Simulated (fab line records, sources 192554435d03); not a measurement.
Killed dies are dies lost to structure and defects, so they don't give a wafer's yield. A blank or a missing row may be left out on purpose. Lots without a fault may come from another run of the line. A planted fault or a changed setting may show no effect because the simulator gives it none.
Which tool did it? | flow n5_finfet | 22 lots, 66 wafers sampled, at 6 steps of a route of 1938

WHAT THE GAUGES READ, wafer by wafer
N5_BEOL_M11_THK_MEAS_01. Usual: M11_ILD_THK 268 nm, standard deviation 3.6.
lot  | measured     | on            | M11_ILD_THK (nm) | flag
L077 | day 11 12:15 | film_metro-01 | 263 267 272      |
L074 | day 11 17:27 | film_metro-02 | 260 261 260      |
L075 | day 11 17:25 | film_metro-02 | 270 264 274      |
L076 | day 12 01:05 | film_metro-02 | 265 270 266      |
L078 | day 12 13:07 | film_metro-02 | 267 263 271      |
L079 | day 12 12:38 | film_metro-01 | 266 264 272      |
L080 | day 12 18:28 | film_metro-02 | 264 262 266      |
L082 | day 14 02:56 | film_metro-02 | 266 267 269      |
L085 | day 14 06:16 | film_metro-01 | 266 263 264      |
L084 | day 14 07:09 | film_metro-02 | 265 268 277      |
L087 | day 15 03:08 | film_metro-01 | 269 267 269      |
L086 | day 15 09:58 | film_metro-01 | 267 273 269      |
L088 | day 15 10:56 | film_metro-01 | 269 270 271      |
L089 | day 15 12:12 | film_metro-01 | 270 270 274      |
L090 | day 15 20:13 | film_metro-01 | 264 269 266      |
L092 | day 15 20:47 | film_metro-01 | 263 265 270      |
L093 | day 16 04:44 | film_metro-01 | 268 269 272      |
L091 | day 16 04:40 | film_metro-01 | 264 272 272      |
L094 | day 16 12:41 | film_metro-01 | 266 269 275      |
L095 | day 16 23:37 | film_metro-01 | 263 273 269      |
L096 | day 17 03:00 | film_metro-01 | 262 269 268      |
L097 | day 17 19:13 | film_metro-02 | 265 268 269      |

WHICH TOOL RAN EACH LOT (tool, then ch and the chambers of the sampled wafers, then the start)
lot  | N5_BEOL_M10_HM_OPEN_17            | N5_BEOL_M10_STRIP_19               | N5_BEOL_M10_ETCH_65                | N5_BEOL_M10_STRIP_77                          | N5_BEOL_M11_CURE_71
L077 | rie_metal-03 ch 0,1, day 11 04:42 | rie_diel-05 ch 0,2, day 11 04:52   | rie_diel-01 ch 0,1,3, day 11 07:34 | rie_diel-01 ch 0,1,3, day 11 11:44 or earlier | uv_cure-03 ch 2, day 11 11:44
L074 | rie_metal-01 ch 0,1, day 11 08:46 | rie_diel-01 ch 0,1,3, day 11 08:52 | rie_diel-05 ch 0,2,3, day 11 11:16 | rie_diel-05 ch 0,2,3, day 11 16:27 or earlier | uv_cure-02 ch 0, day 11 16:27
L075 | rie_metal-03 ch 1, day 11 09:05   | rie_diel-01 ch 0,1,3, day 11 09:11 | rie_diel-01 ch 0,1, day 11 12:04   | rie_diel-01 ch 0,1, day 11 16:55 or earlier   | uv_cure-01 ch 1, day 11 16:55
L076 | rie_metal-02 ch 0,1, day 11 17:47 | rie_diel-05 ch 0,2, day 11 17:54   | rie_diel-05 ch 0,1,2, day 11 19:31 | rie_diel-05 ch 0,1,2, day 12 00:40 or earlier | uv_cure-01 ch 1, day 12 00:40
L078 | rie_metal-01 ch 0,1, day 12 04:09 | rie_diel-01 ch 1,2,3, day 12 04:16 | rie_diel-05 ch 0,1,3, day 12 08:34 | rie_diel-05 ch 0,1,3, day 12 12:41 or earlier | uv_cure-02 ch 0, day 12 12:41
L079 | rie_metal-02 ch 0,1, day 12 04:24 | rie_diel-01 ch 1,2,3, day 12 04:31 | rie_diel-01 ch 0,2, day 12 08:24   | rie_diel-01 ch 0,2, day 12 12:08 or earlier   | uv_cure-02 ch 2, day 12 12:08
L080 | rie_metal-02 ch 0,1, day 12 13:39 | rie_diel-01 ch 0,1, day 12 13:47   | rie_diel-04 ch 0,2,3, day 12 14:44 | rie_diel-04 ch 0,2,3, day 12 17:56 or earlier | uv_cure-03 ch 2, day 12 17:56
L082 | rie_metal-03 ch 0,1, day 13 21:17 | rie_diel-01 ch 0,2, day 13 21:25   | rie_diel-05 ch 2,3, day 13 23:22   | rie_diel-05 ch 2,3, day 14 02:26 or earlier   | uv_cure-01 ch 2, day 14 02:26
L085 | rie_metal-03 ch 0,1, day 14 01:06 | rie_diel-04 ch 0,1,3, day 14 01:14 | rie_diel-05 ch 0,2,3, day 14 01:53 | rie_diel-05 ch 0,2,3, day 14 05:46 or earlier | uv_cure-03 ch 2, day 14 05:46
L084 | rie_metal-02 ch 1, day 14 01:23   | rie_diel-04 ch 0,3, day 14 01:36   | rie_diel-04 ch 1,2,3, day 14 03:22 | rie_diel-04 ch 1,2,3, day 14 06:38 or earlier | uv_cure-03 ch 0, day 14 06:38
L087 | rie_metal-02 ch 0,1, day 14 21:41 | rie_diel-01 ch 1,2,3, day 14 21:50 | rie_diel-01 ch 1,2,3, day 14 23:16 | rie_diel-01 ch 1,2,3, day 15 02:38 or earlier | uv_cure-03 ch 1, day 15 02:38
L086 | rie_metal-02 ch 0,1, day 15 01:19 | rie_diel-05 ch 1,2, day 15 01:26   | rie_diel-05 ch 1,2, day 15 05:01   | rie_diel-05 ch 1,2, day 15 09:32 or earlier   | uv_cure-02 ch 2, day 15 09:32
L088 | rie_metal-03 ch 0, day 15 06:14   | rie_diel-04 ch 1,2,3, day 15 06:22 | rie_diel-04 ch 0,2,3, day 15 07:29 | rie_diel-04 ch 0,2,3, day 15 10:25 or earlier | uv_cure-02 ch 1, day 15 10:25
L089 | rie_metal-03 ch 0,1, day 15 06:20 | rie_diel-04 ch 0,1,3, day 15 06:28 | rie_diel-04 ch 0,1,2, day 15 07:57 | rie_diel-04 ch 0,1,2, day 15 11:46 or earlier | uv_cure-03 ch 2, day 15 11:46
L090 | rie_metal-02 ch 0,1, day 15 11:33 | rie_diel-01 ch 0,2,3, day 15 11:40 | rie_diel-01 ch 0,2,3, day 15 16:11 | rie_diel-01 ch 0,2,3, day 15 19:43 or earlier | uv_cure-01 ch 2, day 15 19:43
L092 | rie_metal-03 ch 0, day 15 13:22   | rie_diel-04 ch 0,1,2, day 15 13:28 | rie_diel-01 ch 0,2, day 15 16:39   | rie_diel-01 ch 0,2, day 15 20:16 or earlier   | uv_cure-01 ch 1, day 15 20:16
L093 | rie_metal-01 ch 0,1, day 15 22:21 | rie_diel-05 ch 0,3, day 15 22:39   | rie_diel-04 ch 0,1,2, day 16 01:05 | rie_diel-04 ch 0,1,2, day 16 04:23 or earlier | uv_cure-03 ch 0, day 16 04:23
L091 | rie_metal-02 ch 0,1, day 15 22:34 | rie_diel-04 ch 0,1, day 15 22:41   | rie_diel-01 ch 0,2,3, day 16 00:56 | rie_diel-01 ch 0,2,3, day 16 04:10 or earlier | uv_cure-02 ch 2, day 16 04:10
L094 | rie_metal-03 ch 1, day 16 07:15   | rie_diel-01 ch 0,1,2, day 16 07:27 | rie_diel-04 ch 0,1,3, day 16 08:07 | rie_diel-04 ch 0,1,3, day 16 12:10 or earlier | uv_cure-02 ch 2, day 16 12:10
L095 | rie_metal-01 ch 0,1, day 16 17:49 | rie_diel-01 ch 0,2, day 16 17:56   | rie_diel-01 ch 0,1, day 16 19:56   | rie_diel-01 ch 0,1, day 16 23:06 or earlier   | uv_cure-02 ch 0, day 16 23:06
L096 | rie_metal-03 ch 1, day 16 21:41   | rie_diel-04 ch 0,2, day 16 21:56   | rie_diel-05 ch 1,2,3, day 16 22:53 | rie_diel-05 ch 1,2,3, day 17 02:29 or earlier | uv_cure-02 ch 2, day 17 02:29
L097 | rie_metal-03 ch 1, day 17 12:37   | rie_diel-05 ch 1,2, day 17 12:47   | rie_diel-04 ch 0,2, day 17 15:04   | rie_diel-04 ch 0,2, day 17 18:47 or earlier   | uv_cure-01 ch 0, day 17 18:47
- N5_BEOL_M10_HM_OPEN_17: chemistry Cl2/BCl3, target TiN, target depth 20 nm, overetch 6 nm.
- N5_BEOL_M10_STRIP_19: strips in O2.
- N5_BEOL_M10_ETCH_65: etches SiARC in CF4, target depth 39 nm, time 65 s.
- N5_BEOL_M10_STRIP_77: strips in N2/H2, time 10 s.
- N5_BEOL_M11_CURE_71: cures SiCOH lowk, time 240 s.

WHAT THE TOOLS THEMSELVES READ (means of the sampled wafers that have a number; where no wafer has one, the mark that the record gives instead)
N5_BEOL_M10_HM_OPEN_17. Usual: bcl3_flow_sccm 21.76 sccm, standard deviation 0.068; bias_w 126.1 W, standard deviation 0.36; drypump_motor_current_A 5.9 A, standard deviation 0.43; oes_product_au 0.65 a.u., standard deviation 0.071; throttle_valve_pct 22.12 %, standard deviation 0.15.
lot  | tool         | bcl3_flow_sccm (sccm) | bias_w (W) | drypump_motor_current_A (A) | oes_product_au (a.u.) | throttle_valve_pct (%) | flag
L077 | rie_metal-03 | 21.73                 | 125.9      | 5.4                         | 0.73                  | 22.19                  |
L074 | rie_metal-01 | 21.79                 | 126.1      | 6.0                         | 0.60                  | 22.20                  |
L075 | rie_metal-03 | 21.74                 | 125.8      | 5.9                         | 0.60                  | 22.08                  |
L076 | rie_metal-02 | 21.74                 | 125.6      | 6.2                         | 0.69                  | 21.95                  |
L078 | rie_metal-01 | 21.80                 | 126.2      | 6.0                         | 0.59                  | 22.20                  |
L079 | rie_metal-02 | 21.88                 | 125.8      | 6.2                         | 0.69                  | 21.95                  |
L080 | rie_metal-02 | 21.79                 | 126.1      | 6.2                         | 0.70                  | 22.07                  |
L082 | rie_metal-03 | 21.72                 | 126.2      | 5.6                         | 0.65                  | 22.13                  |
L085 | rie_metal-03 | 21.77                 | 126.0      | 5.6                         | 0.64                  | 22.17                  |
L084 | rie_metal-02 | 21.79                 | 125.6      | 6.1                         | 0.70                  | 22.23                  |
L087 | rie_metal-02 | 21.80                 | 126.1      | 6.2                         | 0.68                  | 22.09                  |
L086 | rie_metal-02 | 21.82                 | 126.3      | 6.2                         | 0.68                  | 22.10                  |
L088 | rie_metal-03 | 21.65                 | 126.1      | 5.2                         | 0.75                  | 22.27                  |
L089 | rie_metal-03 | 21.79                 | 125.7      | 5.4                         | 0.69                  | 22.21                  |
L090 | rie_metal-02 | 21.69                 | 126.3      | 6.2                         | 0.67                  | 21.96                  |
L092 | rie_metal-03 | 21.76                 | 125.8      | 5.2                         | 0.74                  | 22.28                  |
L093 | rie_metal-01 | 21.74                 | 125.9      | 6.0                         | 0.59                  | 22.20                  |
L091 | rie_metal-02 | 21.72                 | 126.0      | 6.2                         | 0.66                  | 21.97                  |
L094 | rie_metal-03 | 21.70                 | 126.4      | 5.9                         | 0.57                  | 22.13                  |
L095 | rie_metal-01 | 21.80                 | 126.1      | 6.0                         | 0.57                  | 22.21                  |
L096 | rie_metal-03 | 21.75                 | 126.6      | 5.9                         | 0.58                  | 22.11                  |
L097 | rie_metal-03 | 21.83                 | 126.0      | 5.9                         | 0.57                  | 22.13                  |

N5_BEOL_M10_STRIP_19. Usual: drypump_motor_current_A 5.8 A, standard deviation 0.38; oes_product_au 0.82 a.u., standard deviation 0.095; rf_vpp_V 3.8 V, standard deviation 0.63; showerhead_plenum_p_Torr 2.08 Torr, standard deviation 0.065; throttle_valve_pct 16.72 %, standard deviation 0.25.
lot  | tool        | drypump_motor_current_A (A) | oes_product_au (a.u.) | rf_vpp_V (V) | showerhead_plenum_p_Torr (Torr) | throttle_valve_pct (%) | flag
L077 | rie_diel-05 | 6.0                         | 0.72                  | 4.3          | 2.12                            | 16.93                  |
L074 | rie_diel-01 | 5.6                         | 0.75                  | 4.6          | 2.06                            | 16.92                  |
L075 | rie_diel-01 | 5.6                         | 0.75                  | 4.1          | 2.06                            | 16.92                  |
L076 | rie_diel-05 | 6.0                         | 0.72                  | 3.9          | 2.11                            | 16.93                  |
L078 | rie_diel-01 | 5.6                         | 0.85                  | 3.6          | 2.03                            | 16.70                  |
L079 | rie_diel-01 | 5.6                         | 0.86                  | 3.1          | 2.03                            | 16.70                  |
L080 | rie_diel-01 | 5.7                         | 0.79                  | 3.4          | 2.09                            | 16.96                  |
L082 | rie_diel-01 | 6.0                         | 0.75                  | 4.1          | 2.13                            | 16.99                  |
L085 | rie_diel-04 | 5.8                         | 0.76                  | 4.5          | 2.05                            | 16.63                  |
L084 | rie_diel-04 | 5.8                         | 0.75                  | 3.8          | 2.02                            | 16.82                  |
L087 | rie_diel-01 | 5.6                         | 0.90                  | 4.1          | 2.10                            | 16.59                  |
L086 | rie_diel-05 | 5.6                         | 0.80                  | 3.7          | 2.09                            | 16.79                  |
L088 | rie_diel-04 | 6.0                         | 0.78                  | 3.6          | 2.07                            | 16.53                  |
L089 | rie_diel-04 | 5.8                         | 0.76                  | 3.2          | 2.05                            | 16.65                  |
L090 | rie_diel-01 | 5.8                         | 0.94                  | 3.5          | 2.14                            | 16.55                  |
L092 | rie_diel-04 | 5.8                         | 0.80                  | 3.7          | 2.09                            | 16.63                  |
L093 | rie_diel-05 | 6.5                         | 0.92                  | 3.6          | 2.11                            | 16.47                  |
L091 | rie_diel-04 | 5.8                         | 0.79                  | 4.5          | 2.09                            | 16.58                  |
L094 | rie_diel-01 | 5.9                         | 0.89                  | 4.2          | 2.08                            | 16.76                  |
L095 | rie_diel-01 | 6.1                         | 0.90                  | 3.4          | 2.09                            | 16.64                  |
L096 | rie_diel-04 | 5.9                         | 0.81                  | 4.1          | 2.08                            | 16.72                  |
L097 | rie_diel-05 | 5.6                         | 0.78                  | 3.6          | 2.09                            | 16.83                  |

N5_BEOL_M10_ETCH_65. Usual: bias_w 36.01 W, standard deviation 0.11; drypump_motor_current_A 5.8 A, standard deviation 0.4; etch_rf_on_time_s 65.3 s, standard deviation 1.5; oes_product_au 0.69 a.u., standard deviation 0.074; rf_vpp_V 183.9 V, standard deviation 1.1; showerhead_plenum_p_Torr 2.13 Torr, standard deviation 0.072; throttle_valve_pct 15.63 %, standard deviation 0.21.
lot  | tool        | bias_w (W) | drypump_motor_current_A (A) | etch_rf_on_time_s (s) | oes_product_au (a.u.) | rf_vpp_V (V) | showerhead_plenum_p_Torr (Torr) | throttle_valve_pct (%) | flag
L077 | rie_diel-01 | 36.03      | 5.6                         | 66.6                  | 0.64                  | 183.3        | 2.11                            | 15.87                  |
L074 | rie_diel-05 | 36.16      | 6.1                         | 65.1                  | 0.70                  | 183.9        | 2.18                            | 15.61                  |
L075 | rie_diel-01 | 35.98      | 5.8                         | 68.3                  | 0.62                  | 184.1        | 2.17                            | 15.95                  |
L076 | rie_diel-05 | 35.96      | 5.8                         | 64.6                  | 0.66                  | 182.9        | 2.15                            | 15.75                  |
L078 | rie_diel-05 | 36.06      | 6.3                         | 65.1                  | 0.70                  | 183.7        | 2.13                            | 15.64                  |
L079 | rie_diel-01 | 35.89      | 6.1                         | 64.8                  | 0.75                  | 184.2        | 2.14                            | 15.66                  |
L080 | rie_diel-04 | 36.05      | 5.9                         | 63.9                  | 0.68                  | 183.8        | 2.09                            | 15.57                  |
L082 | rie_diel-05 | 36.00      | 6.1                         | 65.4                  | 0.74                  | 184.4        | 2.21                            | 15.43                  |
L085 | rie_diel-05 | 36.03      | 6.0                         | 66.7                  | 0.66                  | 184.4        | 2.18                            | 15.65                  |
L084 | rie_diel-04 | 35.98      | 5.9                         | 65.2                  | 0.67                  | 184.0        | 2.12                            | 15.45                  |
L087 | rie_diel-01 | 36.00      | 5.6                         | 64.8                  | 0.76                  | 184.5        | 2.16                            | 15.57                  |
L086 | rie_diel-05 | 36.02      | 5.3                         | 65.4                  | 0.65                  | 184.1        | 2.19                            | 15.71                  |
L088 | rie_diel-04 | 35.96      | 5.9                         | 65.0                  | 0.65                  | 182.5        | 2.08                            | 15.62                  |
L089 | rie_diel-04 | 35.99      | 5.8                         | 65.9                  | 0.69                  | 183.8        | 2.13                            | 15.56                  |
L090 | rie_diel-01 | 36.11      | 5.8                         | 65.3                  | 0.79                  | 184.3        | 2.19                            | 15.51                  |
L092 | rie_diel-01 | 36.08      | 6.0                         | 65.7                  | 0.81                  | 184.6        | 2.16                            | 15.58                  |
L093 | rie_diel-04 | 36.02      | 5.9                         | 65.1                  | 0.68                  | 183.9        | 2.13                            | 15.57                  |
L091 | rie_diel-01 | 35.97      | 5.8                         | 65.0                  | 0.79                  | 184.3        | 2.19                            | 15.52                  |
L094 | rie_diel-04 | 36.03      | 5.8                         | 66.6                  | 0.63                  | 183.9        | 2.08                            | 15.52                  |
L095 | rie_diel-01 | 36.05      | 5.8                         | 65.6                  | 0.76                  | 183.3        | 2.15                            | 15.72                  |
L096 | rie_diel-05 | 36.04      | 5.8                         | 64.6                  | 0.69                  | 183.8        | 2.17                            | 15.61                  |
L097 | rie_diel-04 | 36.04      | 5.8                         | 64.6                  | 0.67                  | 183.2        | 2.09                            | 15.74                  |

N5_BEOL_M10_STRIP_77. Usual: drypump_motor_current_A 5.8 A, standard deviation 0.4; h2_flow_sccm 200.0 sccm, standard deviation 0.6; oes_product_au 0.81 a.u., standard deviation 0.089; rf_vpp_V 59.1 V, standard deviation 0.93; showerhead_plenum_p_Torr 2.53 Torr, standard deviation 0.085; throttle_valve_pct 23.8 %, standard deviation 0.37.
lot  | tool        | drypump_motor_current_A (A) | h2_flow_sccm (sccm) | oes_product_au (a.u.) | rf_vpp_V (V) | showerhead_plenum_p_Torr (Torr) | throttle_valve_pct (%) | flag
L077 | rie_diel-01 | 5.6                         | 199.6               | 0.75                  | 59.5         | 2.49                            | 23.9                   |
L074 | rie_diel-05 | 6.0                         | 200.2               | 0.81                  | 59.8         | 2.60                            | 23.9                   |
L075 | rie_diel-01 | 5.8                         | 200.2               | 0.75                  | 60.0         | 2.57                            | 24.1                   |
L076 | rie_diel-05 | 5.8                         | 200.0               | 0.78                  | 59.6         | 2.56                            | 24.1                   |
L078 | rie_diel-05 | 6.3                         | 200.2               | 0.83                  | 59.4         | 2.53                            | 24.0                   |
L079 | rie_diel-01 | 6.1                         | 199.7               | 0.88                  | 59.1         | 2.53                            | 23.7                   |
L080 | rie_diel-04 | 5.9                         | 200.5               | 0.79                  | 59.1         | 2.48                            | 23.8                   |
L082 | rie_diel-05 | 6.1                         | 200.6               | 0.86                  | 59.0         | 2.61                            | 23.5                   |
L085 | rie_diel-05 | 6.0                         | 199.9               | 0.78                  | 58.8         | 2.59                            | 23.9                   |
L084 | rie_diel-04 | 5.9                         | 200.0               | 0.79                  | 59.3         | 2.52                            | 23.5                   |
L087 | rie_diel-01 | 5.6                         | 200.2               | 0.90                  | 58.4         | 2.54                            | 23.6                   |
L086 | rie_diel-05 | 5.3                         | 200.7               | 0.77                  | 60.1         | 2.59                            | 23.8                   |
L088 | rie_diel-04 | 5.9                         | 199.9               | 0.76                  | 60.0         | 2.47                            | 23.9                   |
L089 | rie_diel-04 | 5.8                         | 200.1               | 0.81                  | 58.8         | 2.53                            | 23.7                   |
L090 | rie_diel-01 | 5.8                         | 200.0               | 0.94                  | 60.4         | 2.59                            | 23.6                   |
L092 | rie_diel-01 | 6.0                         | 200.2               | 0.95                  | 59.7         | 2.56                            | 23.7                   |
L093 | rie_diel-04 | 5.9                         | 200.1               | 0.81                  | 59.3         | 2.53                            | 23.7                   |
L091 | rie_diel-01 | 5.8                         | 200.2               | 0.93                  | 59.5         | 2.59                            | 23.6                   |
L094 | rie_diel-04 | 5.9                         | 199.4               | 0.76                  | 58.3         | 2.47                            | 23.6                   |
L095 | rie_diel-01 | 5.8                         | 200.4               | 0.90                  | 58.5         | 2.55                            | 23.8                   |
L096 | rie_diel-05 | 5.8                         | 199.5               | 0.81                  | 59.6         | 2.56                            | 23.7                   |
L097 | rie_diel-04 | 5.8                         | 200.5               | 0.77                  | 58.8         | 2.48                            | 24.0                   |

N5_BEOL_M11_CURE_71. Usual: lamp_power_pct 52.32 %, standard deviation 0.05; wafer_temp_C_max 387.0, standard deviation 0.92.
lot  | tool       | lamp_power_pct (%) | wafer_temp_C_max | flag
L077 | uv_cure-03 | 52.31              | 387.6            |
L074 | uv_cure-02 | 52.31              | 388.6            |
L075 | uv_cure-01 | 52.31              | 386.1            |
L076 | uv_cure-01 | 52.33              | 386.1            |
L078 | uv_cure-02 | 52.34              | 388.8            |
L079 | uv_cure-02 | 52.34              | 386.5            |
L080 | uv_cure-03 | 52.29              | 386.8            |
L082 | uv_cure-01 | 52.35              | 386.5            |
L085 | uv_cure-03 | 52.37              | 387.5            |
L084 | uv_cure-03 | 52.27              | 386.9            |
L087 | uv_cure-03 | 52.30              | 387.1            |
L086 | uv_cure-02 | 52.33              | 386.2            |
L088 | uv_cure-02 | 52.32              | 386.9            |
L089 | uv_cure-03 | 52.31              | 387.5            |
L090 | uv_cure-01 | 52.24              | 386.6            |
L092 | uv_cure-01 | 52.37              | 386.0            |
L093 | uv_cure-03 | 52.35              | 387.2            |
L091 | uv_cure-02 | 52.34              | 386.6            |
L094 | uv_cure-02 | 52.38              | 386.5            |
L095 | uv_cure-02 | 52.31              | 388.3            |
L096 | uv_cure-02 | 52.31              | 386.8            |
L097 | uv_cure-01 | 52.31              | 385.8            |

THE ANSWER, worked out from the rows above alone
Rule: a lot is off if the mean of its wafers that have a number lies more than 3 standard deviations from the usual mean. A lot without any number at a reading at which 4 lots or more have one is off too. The other lots that the step has rows for count as sound. The gauges are gone through in route order, then the tools' own readings, and for those a lot's mean is taken as printed above. The first step at which some lot is off is used, and at that step the reading that is off furthest; a lot without a number counts as furthest.
No lot is off at any reading shown: from this, nothing can be told.

WHAT THE SIMULATOR HAD PUT IN
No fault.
